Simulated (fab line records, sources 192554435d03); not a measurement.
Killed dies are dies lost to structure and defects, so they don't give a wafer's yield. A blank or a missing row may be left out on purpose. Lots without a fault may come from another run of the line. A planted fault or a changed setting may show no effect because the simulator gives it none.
Problem report in the 8D (eight disciplines) form, filled by code | flow n5_finfet | the parts of the form that need people (team, actions taken, sign-off) are left out

1. THE PROBLEM
spin_speed_rpm at N5_DUMMY_GATE_COAT_35 reads a mean of 1824.1 rpm on 6 wafers of 2 lots; wafers without a fault read 1500.0 rpm with a standard deviation of 0.99. That is +99 or more standard deviations from the usual mean.
The step: time 60 s, resist thk 10 nm.
First seen on wafer L525.1, day 5 23:43, on litho_track-05. The record holds 12 wafers of 4 lots with a number at this step. Rule for "out", or "out of limits": more than 4 standard deviations from the usual mean. The other wafers with a number count as sound.

2. WHAT IT IS AND WHAT IT IS NOT
question                    | is                     | is not
which readings at this step | spin_speed_rpm         | chill_plate_temp_C, plate_temp_C
which lots                  | L525, L528             | L517, L531
which wafers of those lots  | all that have a number | -
read on which tools         | litho_track-05         | litho_track-04
when                        | from day 5 23:43       | up to then (3 sound wafers); but 3 sound wafers of L531 came after

3. SUSPECTS, AND WHAT RULES EACH OUT
Counting: a tool at a process step up to the reading stays a suspect if it ran every lot that is out and no sound lot after the first of them.
- litho_track-05 at N5_DUMMY_GATE_COAT_35 (time 60 s, resist thk 10 nm): kept. It ran every lot that is out, first L525 (day 5 23:43), and no sound lot after that; its last sound lot up to then is L517 (day 3 16:04). Its own readings are out on those wafers: spin_speed_rpm.
Left after counting: litho_track-05 at N5_DUMMY_GATE_COAT_35.

4. THE CAUSE (what the simulator had put in)
Process parameter drift: litho_track-05, from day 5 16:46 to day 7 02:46, at N5_DUMMY_GATE_COAT_35. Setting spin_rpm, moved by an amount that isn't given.
Counting left only this tool.

5. THE CHAIN OF EFFECTS, in route order
Each row: a reading whose mean over the struck wafers that have a number lies more than 3 standard deviations from the usual. Only readings for which the record gives a usual standard deviation are gone through. hours: the time from each lot's start at the first step in this table that gives one to its start at this step, as a median over the lots. sigmas: the change in usual standard deviations.
hours | step                  | reading        | usual      | on struck wafers | change | sigmas
0     | N5_DUMMY_GATE_COAT_35 | spin_speed_rpm | 1500.0 rpm | 1824.1           | +324.1 | +99 or more
The process steps in it:
- N5_DUMMY_GATE_COAT_35: time 60 s, resist thk 10 nm.
Later measuring or inspecting steps at which every struck wafer that the step has a row for has a number for every such reading, and none has moved that far: N5_BEOL_M4_RC_MEAS_101.

6. WHAT WOULD HAVE CAUGHT IT SOONER
In this record the first reading out of limits was taken at day 5 23:43, 7 hours after the fault began at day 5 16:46.
